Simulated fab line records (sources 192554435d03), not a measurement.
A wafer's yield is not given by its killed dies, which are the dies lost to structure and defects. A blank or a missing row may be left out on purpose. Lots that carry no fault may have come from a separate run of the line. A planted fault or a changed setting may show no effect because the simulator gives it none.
fab line records    flow n5_finfet    part 1 of 2: steps 1 to 4 of 6
[record] lots = 23  wafers = 69  last_day = 17
route steps=1938 shown ILD0@335 DUMMY_REMOVAL@377 HKMG_FIN@387 GATE_CUT@465
lots untouched by any fault: they come from a run of this same line in which no faults occurred
start_h: hours from the record's opening day to when the first of the lot's shown wafers began    wait_h: hours from the lot's prior step to this one    " same as the row above    L1.1+2: a row that stands for several wafers    - no value present, or no start provided    * or withheld: withheld    < > ~ a bound
route shown NAME@n: NAME is a module with steps in the file, n the number in the route of the first one    usual: mean/standard deviation of fault-free wafers    same: alike in all rows    chamber/n: place in a boat    sites: readings site by site    _std_site: standard deviation of those values    _edge_site: outer sites' mean less inner sites'    radius_mm: for every site, how far away it sits from the centre of the wafer    mask NAME#n: copy n    behind: the tool/chamber that last shaped the wafer    hold: the reason the lot was held/the length of the hold in hours/how it ended    device: whichever transistor did not switch (one of n, p or np)    end of line: the tests these same wafers got at the end of their route    a step given without rows: its recipe and nothing more    killed: count of dies lost to structure and defects at first sort (not the wafer's yield)    map: per-die view of a wafer (x killed, . not killed, _ where there is no die)
set.NAME: the setting that was run; set.NAME@STEP: the one run at that earlier step    model.NAME: the simulator's own value behind a step, which no gauge read
one table for each step of the route and one row for each wafer, over a sample of lots
services: a tool's chamber out of use, with start hour (start_h, from the record's first day; less than 0 if before it), hours out, and reason
[[steps]]
[step N5_ILD0_LINER_00]
[recipe] material = SiNx  target_thk_a = 40  temp_c = 400  ald_precursor_family = SiH2I2  ald_co_reactant = N2/H2-plasma  pulse_time_s = 1  purge_time_s = 2  co_reactant_purge_time_s = 2  ald_cycles = 80  pressure_torr = 2
[usual] heater_power_w = 842/140  precursor_pulse_height_rel = 1.003/0.019
[same] co_reactant_purge_time_s = 2
lot.wafer  tool        chamber  start_h  wait_h  heater_power_w  precursor_pulse_height_rel
L074.1     ald_sin-04  0        59.25    0.0     780             0.993
L074.4     "           3        "        "       777             1.024
L074.6     "           3        "        "       793             0.999
L075.1     ald_sin-03  2        69.89    0.1     1043            0.975
L075.2     "           1        "        "       1126            0.995
L075.4     "           0        "        "       711             1.024
L076.1     ald_sin-02  2        70.24    0.0     785             0.998
L076.3     "           0        "        "       796             1.010
L076.5     "           2        "        "       793             1.002
L077.2     ald_sin-04  1        75.08    0.0     706             0.991
L077.3     "           0        "        "       813             0.987
L077.4     "           2        "        "       721             1.029
L078.1     ald_sin-04  0        82.75    0.0     808             1.016
L078.3     "           2        "        "       690             1.036
L078.5     "           0        "        "       818             0.996
L079.1     ald_sin-02  1        90.65    0.0     914             1.006
L079.2     "           0        "        "       836             1.009
L079.4     "           2        "        "       786             1.012
L080.2     ald_sin-04  1        97.44    0.5     703             1.008
L080.4     "           2        "        "       694             1.008
L080.5     "           1        "        "       700             1.002
L081.1     ald_sin-03  0        102.17   0.4     656             1.003
L081.5     "           1        "        "       1155            0.984
L081.6     "           2        "        "       966             1.018
L082.1     ald_sin-02  2        108.03   0.0     795             0.988
L082.4     "           3        "        "       913             1.022
L082.6     "           1        "        "       882             1.026
L083.2     ald_sin-04  3        114.62   0.0     772             0.994
L083.4     "           0        "        "       805             0.973
L083.6     "           2        "        "       706             0.986
L084.1     ald_sin-04  0        125.37   0.0     814             1.008
L084.2     "           1        "        "       693             1.007
L084.3     "           3        "        "       798             1.005
L085.2     ald_sin-03  1        126.28   0.0     1175            0.981
L085.3     "           3        "        "       893             1.005
L085.6     "           0        "        "       687             0.995
L086.3     ald_sin-03  1        131.12   0.6     1132            0.983
L086.4     "           0        "        "       670             0.971
L086.6     "           2        "        "       959             1.016
L087.1     ald_sin-02  0        138.49   0.0     848             1.011
L087.2     "           3        "        "       910             0.987
L087.5     "           1        "        "       873             1.014
L088.3     ald_sin-03  0        143.22   0.1     675             1.008
L088.4     "           2        "        "       959             1.005
L088.6     "           1        "        "       1154            1.020
L089.1     ald_sin-02  1        150.47   0.0     926             1.022
L089.3     "           2        "        "       788             1.018
L089.4     "           0        "        "       839             0.960
L090.2     ald_sin-02  0        154.50   0.0     812             1.024
L090.5     "           0        "        "       836             1.012
L090.6     "           3        "        "       891             1.013
L091.1     ald_sin-03  3        164.24   0.0     892             0.988
L091.4     "           0        "        "       659             0.997
L091.5     "           3        "        "       887             0.994
L092.1     ald_sin-03  3        165.95   0.0     895             0.997
L092.2     "           1        "        "       1136            1.032
L092.5     "           1        "        "       1137            1.012
L094.2     ald_sin-03  3        183.55   0.0     893             0.999
L094.3     "           2        "        "       970             1.010
L094.6     "           3        "        "       873             0.972
L095.1     ald_sin-03  2        183.94   0.0     962             0.992
L095.2     "           1        "        "       1129            0.987
L095.3     "           0        "        "       676             1.001
L096.1     ald_sin-04  3        190.82   0.3     821             1.018
L096.4     "           2        "        "       705             0.991
L096.5     "           2        "        "       714             1.004
L097.2     ald_sin-04  3        195.05   0.0     832             1.007
L097.4     "           0        "        "       725             0.974
L097.5     "           2        "        "       725             1.006
[step N5_DUMMY_REMOVAL_HM_STRIP_01]
[recipe] chemistry = CH3F/O2  material = SiNx  target_depth_a = 40  stop_on = poly-Si  time_s = 6.8  over_etch_frac = 0.3  ion_energy_ev = 60  power_w = 410  bias_w = 29  Ar_flow_sccm = 150  CH3F_flow_sccm = 30  O2_flow_sccm = 20
[usual] O2_flow_sccm = 20.00/0.066  chamber_pressure_mTorr = 29.999/0.029  drypump_motor_current_A = 5.83/0.22  oes_product_au = 0.62/0.054  rf_vpp_V = 127.1/1  showerhead_plenum_p_Torr = 1.98/0.07  throttle_valve_pct = 16.47/0.18
lot.wafer  tool         chamber  start_h  wait_h  O2_flow_sccm  chamber_pressure_mTorr  drypump_motor_current_A  oes_product_au  rf_hours_counter_h  rf_vpp_V  showerhead_plenum_p_Torr  throttle_valve_pct
L074.1     rie_diel-05  1        70.28    0.0     20.05         29.993                  5.66                     0.57            208                 127.4     1.99                      16.40
L074.4     "            3        "        "       20.02         30.010                  6.01                     0.63            118                 126.8     1.94                      16.52
L074.6     "            3        "        "       20.00         30.051                  5.99                     0.62            -                   126.6     1.94                      16.52
L075.1     rie_diel-05  1        81.71    0.2     20.07         30.010                  5.67                     0.58            213                 128.3     1.99                      16.42
L075.2     "            2        "        "       20.03         30.039                  5.80                     0.74            28                  128.1     2.14                      16.40
L075.4     "            3        "        "       20.00         30.048                  5.98                     0.63            122                 126.6     1.94                      16.51
L076.1     rie_diel-04  3        84.61    0.1     19.92         29.951                  6.22                     0.62            146                 126.3     2.01                      16.59
L076.3     "            1        "        "       19.96         30.004                  6.03                     0.72            48                  128.1     1.96                      16.00
L076.5     "            0        "        "       19.93         30.020                  5.51                     0.61            -                   125.6     1.93                      16.38
L077.2     rie_diel-03  1        85.89    0.0     19.85         30.004                  5.59                     0.63            142                 126.5     1.93                      16.41
L077.3     "            2        "        "       19.95         29.988                  5.70                     0.63            121                 127.5     2.08                      16.33
L077.4     "            3        "        "       19.85         30.013                  5.79                     0.56            224                 127.2     1.90                      16.48
L078.1     rie_diel-03  0        95.01    0.0     19.99         30.010                  6.28                     0.61            151                 127.6     2.00                      16.51
L078.3     "            1        "        "       19.96         30.032                  5.57                     0.63            144                 126.7     1.93                      16.41
L078.5     "            0        "        "       19.99         29.999                  6.30                     0.60            -                   127.9     1.99                      16.52
L079.1     rie_diel-04  2        101.47   0.0     20.12         30.006                  5.60                     0.57            229                 126.6     1.90                      16.44
L079.2     "            3        "        "       19.97         29.922                  6.22                     0.61            152                 126.3     2.01                      16.60
L079.4     "            0        "        "       19.98         30.011                  5.50                     0.61            164                 127.0     1.92                      16.41
L080.2     rie_diel-04  2        108.21   0.1     19.90         30.008                  5.58                     0.57            232                 126.2     1.90                      16.45
L080.4     "            0        "        "       19.99         30.000                  5.53                     0.60            167                 125.0     1.92                      16.38
L080.5     "            1        "        "       20.06         29.994                  6.03                     0.71            -                   127.3     1.95                      16.01
L081.1     rie_diel-04  3        114.14   0.3     20.04         29.988                  6.21                     0.61            156                 127.5     2.00                      16.62
L081.5     "            0        "        "       20.10         30.000                  5.53                     0.60            -                   127.0     1.92                      16.42
L081.6     "            3        "        "       20.06         29.975                  6.22                     0.62            -                   126.7     2.00                      16.62
L082.1     rie_diel-04  1        118.96   0.1     20.07         30.000                  6.00                     0.70            60                  126.9     1.95                      16.04
L082.4     "            3        "        "       19.96         29.975                  6.22                     0.61            158                 126.3     2.00                      16.61
L082.6     "            0        "        "       20.00         30.001                  5.54                     0.60            -                   126.8     1.92                      16.40
L083.2     rie_diel-05  2        126.51   0.2     19.97         30.066                  5.82                     0.71            41                  128.2     2.14                      16.43
L083.4     "            3        "        "       20.18         29.961                  5.99                     0.62            134                 126.6     1.93                      16.53
L083.6     "            2        "        "       19.97         29.977                  5.82                     0.72            -                   128.1     2.14                      16.43
L084.1     rie_diel-05  3        136.72   0.1     19.89         30.013                  5.99                     0.62            138                 126.9     1.93                      16.56
L084.2     "            0        "        "       20.23         30.020                  5.82                     0.57            214                 125.6     1.98                      16.77
L084.3     "            1        "        "       20.00         29.959                  5.67                     0.56            228                 127.1     1.99                      16.43
L085.2     rie_diel-05  0        137.27   0.2     20.10         29.990                  5.82                     0.57            214                 125.3     1.98                      16.76
L085.3     "            2        "        "       20.11         30.014                  5.81                     0.72            45                  127.4     2.14                      16.43
L085.6     "            0        "        "       19.98         29.984                  5.81                     0.57            -                   127.9     1.98                      16.74
L086.3     rie_diel-04  2        141.71   0.0     20.09         30.037                  5.62                     0.56            243                 124.4     1.90                      16.48
L086.4     "            0        "        "       19.98         30.000                  5.55                     0.60            177                 126.8     1.92                      16.42
L086.6     "            0        "        "       20.02         29.984                  5.55                     0.60            -                   128.2     1.92                      16.43
L087.1     rie_diel-03  0        149.21   0.0     20.01         30.025                  6.30                     0.60            167                 126.7     1.99                      16.54
L087.2     "            2        "        "       20.08         29.965                  5.71                     0.62            142                 127.7     2.08                      16.39
L087.5     "            1        "        "       19.98         29.980                  5.58                     0.61            -                   127.0     1.92                      16.44
L088.3     rie_diel-05  1        153.92   0.0     20.04         30.011                  5.68                     0.57            233                 127.2     1.98                      16.46
L088.4     "            0        "        "       20.03         30.039                  5.81                     0.56            219                 128.5     1.98                      16.75
L088.6     "            2        "        "       20.10         29.969                  5.82                     0.70            -                   128.1     2.14                      16.45
L089.1     rie_diel-04  3        161.16   0.0     20.08         30.026                  6.23                     0.61            169                 126.0     2.00                      16.64
L089.3     "            1        "        "       19.95         30.042                  6.01                     0.69            72                  127.4     1.95                      16.06
L089.4     "            0        "        "       20.01         30.046                  5.57                     0.60            181                 127.5     1.92                      16.44
L090.2     rie_diel-05  1        165.25   0.1     19.94         30.026                  5.68                     0.57            237                 128.2     1.98                      16.45
L090.5     "            3        "        "       20.05         30.001                  5.99                     0.61            -                   126.2     1.93                      16.56
L090.6     "            0        "        "       20.00         30.030                  5.81                     0.56            -                   127.8     1.98                      16.76
L091.1     rie_diel-05  1        175.13   0.0     20.05         29.973                  5.68                     0.56            239                 127.1     1.98                      16.46
L091.4     "            3        "        "       20.04         29.975                  6.00                     0.61            149                 126.7     1.93                      16.57
L091.5     "            0        "        "       19.96         29.967                  5.82                     0.56            -                   125.4     1.98                      16.76
L092.1     rie_diel-05  2        176.87   0.2     19.90         29.984                  5.81                     0.70            54                  129.2     2.14                      16.47
L092.2     "            3        "        "       19.94         30.014                  6.00                     0.61            150                 125.3     1.93                      16.56
L092.5     "            1        "        "       20.07         30.031                  5.67                     0.56            -                   126.6     1.98                      16.46
L094.2     rie_diel-05  1        194.55   0.0     19.95         29.998                  5.68                     0.56            245                 127.8     1.98                      16.48
L094.3     "            3        "        "       20.06         29.999                  6.00                     0.60            155                 127.2     1.93                      16.56
L094.6     "            0        "        "       20.01         29.996                  5.84                     0.56            -                   128.9     1.97                      16.77
L095.1     rie_diel-03  3        195.07   0.0     20.02         29.999                  5.77                     0.82            0                   130.5     2.15                      16.04
L095.2     "            2        "        "       19.93         29.976                  5.68                     0.61            159                 127.2     2.07                      16.42
L095.3     "            0        "        "       19.97         29.987                  6.28                     0.59            184                 127.8     1.98                      16.58
L096.1     rie_diel-05  0        201.54   0.0     20.03         30.016                  5.83                     0.56            232                 127.2     1.97                      16.77
L096.4     "            1        "        "       20.01         29.943                  5.66                     0.55            247                 126.8     1.98                      16.49
L096.5     "            0        "        "       20.02         30.005                  5.83                     0.56            -                   128.0     1.97                      16.78
L097.2     rie_diel-04  3        207.17   0.1     20.11         30.000                  6.20                     0.60            183                 128.5     2.00                      16.67
L097.4     "            0        "        "       19.90         29.918                  5.52                     0.59            195                 126.8     1.91                      16.48
L097.5     "            1        "        "       20.05         30.017                  5.99                     0.68            -                   127.1     1.94                      16.08
[step N5_HKMG_FIN_HK_ANNEAL_02]
[recipe] temp_c = 700  time_s = 30  ambient = N2  idle_temp_c = 600  ramp_up_c_per_s = 150  ramp_down_c_per_s = 60  cool_to_c = 600
[usual] lamp_power_pct = 8.80/0.054  wafer_temp_C_max = 702.9/0.64
lot.wafer  tool           chamber  start_h  wait_h  lamp_power_pct  wafer_temp_C_max
L074.1     rtp_anneal-01  0        71.02    0.1     8.78            701.9
L074.4     "              0        "        "       8.72            702.9
L074.6     "              0        "        "       8.72            703.1
L075.1     rtp_anneal-02  0        82.71    0.4     8.78            702.5
L075.2     "              0        "        "       8.78            703.0
L075.4     "              0        "        "       8.77            702.3
L076.1     rtp_anneal-02  0        85.35    0.1     8.80            702.9
L076.3     "              0        "        "       8.79            702.3
L076.5     "              0        "        "       8.82            702.7
L077.2     rtp_anneal-01  0        86.67    0.1     8.82            702.3
L077.3     "              0        "        "       8.83            701.7
L077.4     "              0        "        "       8.92            704.2
L078.1     rtp_anneal-02  0        95.78    0.1     8.79            702.8
L078.3     "              0        "        "       8.82            703.3
L078.5     "              0        "        "       8.78            702.0
L079.1     rtp_anneal-02  0        102.40   0.3     8.85            701.9
L079.2     "              0        "        "       8.82            703.3
L079.4     "              0        "        "       8.74            703.9
L080.2     rtp_anneal-02  0        108.99   0.1     8.81            701.9
L080.4     "              0        "        "       8.87            703.8
L080.5     "              0        "        "       8.75            702.8
L081.1     rtp_anneal-02  0        114.89   0.1     8.78            702.0
L081.5     "              0        "        "       8.76            702.8
L081.6     "              0        "        "       8.82            702.9
L082.1     rtp_anneal-02  0        119.70   0.1     8.70            703.5
L082.4     "              0        "        "       8.83            702.7
L082.6     "              0        "        "       8.78            703.7
L083.2     rtp_anneal-01  0        127.36   0.2     8.80            703.7
L083.4     "              0        "        "       8.70            703.2
L083.6     "              0        "        "       8.81            702.5
L084.1     rtp_anneal-01  0        137.55   0.2     8.80            703.3
L084.2     "              0        "        "       8.72            704.1
L084.3     "              0        "        "       8.88            701.5
L085.2     rtp_anneal-01  0        138.12   0.2     8.85            703.2
L085.3     "              0        "        "       8.75            703.8
L085.6     "              0        "        "       8.85            702.6
L086.3     rtp_anneal-01  0        142.57   0.2     8.82            702.4
L086.4     "              0        "        "       8.83            703.0
L086.6     "              0        "        "       8.79            703.1
L087.1     rtp_anneal-02  0        150.15   0.3     8.73            703.7
L087.2     "              0        "        "       8.83            703.0
L087.5     "              0        "        "       8.86            703.3
L088.3     rtp_anneal-01  0        154.71   0.2     8.77            702.7
L088.4     "              0        "        "       8.67            702.8
L088.6     "              0        "        "       8.81            702.1
L089.1     rtp_anneal-02  0        161.90   0.1     8.77            703.3
L089.3     "              0        "        "       8.87            703.0
L089.4     "              0        "        "       8.77            704.0
L090.2     rtp_anneal-01  0        166.12   0.2     8.82            701.9
L090.5     "              0        "        "       8.83            704.2
L090.6     "              0        "        "       8.74            703.4
L091.1     rtp_anneal-02  0        175.87   0.1     8.79            702.1
L091.4     "              0        "        "       8.78            702.1
L091.5     "              0        "        "       8.83            702.5
L092.1     rtp_anneal-01  0        177.81   0.3     8.79            704.2
L092.2     "              0        "        "       8.83            703.8
L092.5     "              0        "        "       8.86            702.5
L094.2     rtp_anneal-02  0        195.33   0.1     8.84            702.6
L094.3     "              0        "        "       8.75            703.5
L094.6     "              0        "        "       8.79            702.8
L095.1     rtp_anneal-01  0        195.96   0.2     8.80            703.2
L095.2     "              0        "        "       8.80            703.3
L095.3     "              0        "        "       8.79            702.1
L096.1     rtp_anneal-01  0        202.29   0.1     8.81            702.7
L096.4     "              0        "        "       8.97            702.8
L096.5     "              0        "        "       8.77            702.5
L097.2     rtp_anneal-02  0        207.99   0.1     8.94            703.5
L097.4     "              0        "        "       8.79            702.7
L097.5     "              0        "        "       8.74            702.6
[step N5_HKMG_FIN_DESCUM_53]
[recipe] chemistry = O2  time_s = 7.9  source_power_w = 50  bias_power_w = 20  pressure_mtorr = 20  rf_frequency_hz = 2.712e+07  temp_c = 40  resist = CAR-ArF  o2_flow_sccm = 225
[usual] chamber_pressure_mTorr = 20.002/0.017  drypump_motor_current_A = 5.6/0.49  oes_product_au = 0.82/0.098  rf_vpp_V = 243.2/1.4  showerhead_plenum_p_Torr = 2.09/0.075  throttle_valve_pct = 20.4/0.31
lot.wafer  tool         chamber  start_h  wait_h  chamber_pressure_mTorr  drypump_motor_current_A  oes_product_au  rf_hours_counter_h  rf_vpp_V  showerhead_plenum_p_Torr  throttle_valve_pct
L074.1     rie_diel-01  1        71.88    0.0     20.016                  5.0                      0.76            135                 241.5     2.04                      21.0
L074.4     "            1        "        "       19.984                  5.0                      0.76            -                   243.2     2.04                      21.0
L074.6     "            2        "        "       20.003                  6.2                      0.70            -                   244.4     2.15                      20.5
L075.1     rie_diel-01  1        83.58    0.1     19.969                  5.0                      0.75            141                 241.4     2.04                      21.0
L075.2     "            0        "        "       19.986                  4.7                      0.76            165                 242.6     2.07                      20.1
L075.4     "            2        "        "       20.004                  6.2                      0.70            227                 243.0     2.14                      20.5
L076.1     rie_diel-01  2        86.37    0.2     19.991                  6.2                      0.70            228                 243.9     2.14                      20.6
L076.3     "            3        "        "       20.011                  5.4                      0.97            4                   243.1     2.04                      20.1
L076.5     "            3        "        "       20.039                  5.4                      0.97            -                   242.5     2.04                      20.1
L077.2     rie_diel-01  2        87.68    0.2     19.979                  6.2                      0.70            229                 243.8     2.14                      20.5
L077.3     "            1        "        "       20.020                  5.0                      0.75            143                 242.2     2.03                      21.0
L077.4     "            3        "        "       19.980                  5.4                      0.98            5                   242.7     2.04                      20.1
L078.1     rie_diel-06  1        96.67    0.1     19.980                  6.2                      0.67            246                 243.8     2.06                      20.5
L078.3     "            2        "        "       20.024                  5.6                      0.73            179                 242.8     2.17                      20.8
L078.5     "            1        "        "       20.020                  6.3                      0.67            -                   242.6     2.06                      20.5
L079.1     rie_diel-01  2        103.25   0.0     19.992                  6.2                      0.70            234                 244.2     2.14                      20.6
L079.2     "            3        "        "       19.981                  5.4                      0.95            11                  243.6     2.04                      20.2
L079.4     "            0        "        "       20.017                  4.7                      0.76            174                 242.6     2.07                      20.1
L080.2     rie_diel-01  1        109.74   0.1     20.040                  5.1                      0.74            151                 241.5     2.03                      21.0
L080.4     "            3        "        "       20.011                  5.4                      0.94            14                  242.1     2.04                      20.2
L080.5     "            1        "        "       20.016                  5.1                      0.75            -                   242.2     2.03                      21.0
L081.1     rie_diel-06  0        115.89   0.2     20.017                  5.7                      0.88            34                  245.6     2.23                      20.2
L081.5     "            3        "        "       20.028                  5.5                      0.84            -                   242.0     2.02                      20.4
L081.6     "            2        "        "       19.982                  5.5                      0.72            -                   246.3     2.17                      20.9
L082.1     rie_diel-02  0        120.44   0.0     19.991                  5.5                      0.93            15                  246.7     2.24                      20.3
L082.4     "            0        "        "       19.994                  5.5                      0.94            -                   245.0     2.24                      20.3
L082.6     "            3        "        "       19.979                  6.1                      0.68            -                   241.7     2.05                      20.6
L083.2     rie_diel-02  0        128.05   0.0     20.009                  5.5                      0.94            18                  245.1     2.24                      20.4
L083.4     "            1        "        "       20.008                  6.3                      0.80            131                 241.4     2.03                      20.3
L083.6     "            0        "        "       19.973                  5.5                      0.94            -                   246.6     2.24                      20.4
L084.1     rie_diel-02  0        138.39   0.0     20.028                  5.5                      0.93            22                  244.9     2.24                      20.3
L084.2     "            2        "        "       20.001                  5.8                      0.94            6                   244.2     2.14                      20.3
L084.3     "            3        "        "       20.006                  6.1                      0.69            246                 243.8     2.04                      20.6
L085.2     rie_diel-06  3        138.93   0.0     20.003                  5.6                      0.83            76                  243.1     2.02                      20.4
L085.3     "            1        "        "       20.017                  6.3                      1.00            2                   242.5     2.06                      20.1
L085.6     "            2        "        "       19.994                  5.6                      0.72            -                   244.6     2.16                      20.9
L086.3     rie_diel-06  3        143.24   0.0     20.016                  5.6                      0.82            78                  241.9     2.02                      20.5
L086.4     "            0        "        "       20.016                  5.7                      0.87            45                  245.1     2.23                      20.2
L086.6     "            2        "        "       19.957                  5.5                      0.72            -                   243.6     2.16                      20.9
L087.1     rie_diel-01  1        151.00   0.0     19.994                  5.0                      0.73            166                 241.6     2.03                      21.1
L087.2     "            3        "        "       20.012                  5.4                      0.91            28                  242.0     2.03                      20.2
L087.5     "            1        "        "       19.994                  5.0                      0.74            -                   242.2     2.03                      21.1
L088.3     rie_diel-06  2        155.85   0.4     20.002                  5.6                      0.71            203                 245.0     2.16                      20.9
L088.4     "            3        "        "       19.979                  5.6                      0.82            82                  243.7     2.02                      20.5
L088.6     "            0        "        "       20.010                  5.8                      0.87            -                   245.9     2.23                      20.2
L089.1     rie_diel-06  2        162.74   0.0     20.017                  5.5                      0.72            206                 243.7     2.16                      20.9
L089.3     "            0        "        "       19.989                  5.7                      0.88            53                  245.9     2.23                      20.2
L089.4     "            3        "        "       19.989                  5.6                      0.82            85                  241.7     2.02                      20.5
L090.2     rie_diel-06  0        166.81   0.0     20.003                  5.7                      0.86            54                  244.3     2.23                      20.2
L090.5     "            1        "        "       20.030                  6.3                      0.95            -                   241.7     2.05                      20.1
L090.6     "            2        "        "       20.023                  5.5                      0.72            -                   244.4     2.16                      20.9
L091.1     rie_diel-06  3        176.75   0.0     20.029                  5.5                      0.81            90                  240.4     2.02                      20.5
L091.4     "            3        "        "       20.013                  5.6                      0.81            -                   240.3     2.02                      20.5
L091.5     "            1        "        "       19.998                  6.3                      0.94            -                   242.9     2.05                      20.1
L092.1     rie_diel-06  1        178.67   0.0     20.031                  6.2                      0.95            18                  243.2     2.05                      20.1
L092.2     "            2        "        "       19.985                  5.5                      0.72            210                 243.9     2.16                      20.9
L092.5     "            3        "        "       20.007                  5.6                      0.81            -                   241.2     2.02                      20.5
L094.2     rie_diel-06  0        196.15   0.0     19.991                  5.7                      0.84            65                  243.6     2.22                      20.3
L094.3     "            3        "        "       19.986                  5.6                      0.80            97                  242.9     2.01                      20.5
L094.6     "            2        "        "       20.014                  5.5                      0.71            -                   244.2     2.16                      20.9
L095.1     rie_diel-01  3        196.80   0.0     19.981                  5.4                      0.88            38                  242.1     2.03                      20.2
L095.2     "            2        "        "       19.976                  6.2                      0.92            12                  243.8     2.13                      20.2
L095.3     "            0        "        "       19.999                  4.7                      0.73            208                 242.4     2.05                      20.2
L096.1     rie_diel-06  0        203.27   0.2     20.009                  5.7                      0.84            68                  245.4     2.22                      20.2
L096.4     "            2        "        "       19.994                  5.6                      0.70            219                 243.8     2.16                      20.9
L096.5     "            2        "        "       19.994                  5.6                      0.70            -                   244.4     2.16                      20.9
L097.2     rie_diel-01  3        208.68   0.0     20.009                  5.4                      0.87            43                  241.4     2.03                      20.2
L097.4     "            2        "        "       20.004                  6.2                      0.93            16                  244.3     2.13                      20.2
L097.5     "            0        "        "       20.021                  4.7                      0.72            -                   241.7     2.05                      20.2
